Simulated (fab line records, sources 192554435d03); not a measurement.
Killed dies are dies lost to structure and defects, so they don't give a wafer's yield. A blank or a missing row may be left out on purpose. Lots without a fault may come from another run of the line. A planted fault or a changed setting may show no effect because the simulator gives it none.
Chamber matching | flow n5_finfet | N5_FIN_SAQP_MANDREL2_REMOVE_60 on rie_si-04: 4 sister chambers
The step chemistry HBr/Cl2/O2, target a-Si, stops on SiNx, bt time 10 s. 4 wafers are shown with their chamber, then 10 later ones without.

WAFERS WITH THEIR CHAMBER
wafer  | chamber | drypump_motor_current_A (A)
L088.6 | 1       | 4.9
L090.5 | 3       | 5.5
L094.1 | 2       | 6.5
L094.4 | 0       | 6.0

WAFERS WITHOUT THEIR CHAMBER
wafer  | drypump_motor_current_A (A)
L094.6 | 5.5
L095.1 | 6.0
L095.3 | 4.9
L095.4 | 6.5
L096.2 | 5.5
L096.4 | 4.9
L096.6 | 4.8
L097.1 | 6.5
L097.5 | 6.5
L097.6 | 5.5

WHICH CHAMBER EACH WENT THROUGH
wafer  | from the rows above | in truth
L094.6 | 3                   | 3
L095.1 | 0                   | 0
L095.3 | 1                   | 1
L095.4 | 2                   | 2
L096.2 | 3                   | 3
L096.4 | 1                   | 1
L096.6 | 1                   | 1
L097.1 | 2                   | 2
L097.5 | 2                   | 2
L097.6 | 3                   | 3
Placed correctly: 10 of 10. Can't be placed from these rows: 0. Placed wrongly: 0.
How it was worked out, from the rows above alone: a wafer's distance from a chamber is the root of the sum, over the readings, of the square of ((its reading less the chamber's mean) divided by the reading's scatter). The wafer belongs to the nearest chamber; if the next one is less than 2 further off, it can't be placed. A chamber's mean is the mean of its shown wafers. The scatter: with one shown wafer a chamber, the root of the mean of the squares of how far each hidden wafer lies from its nearest shown one.
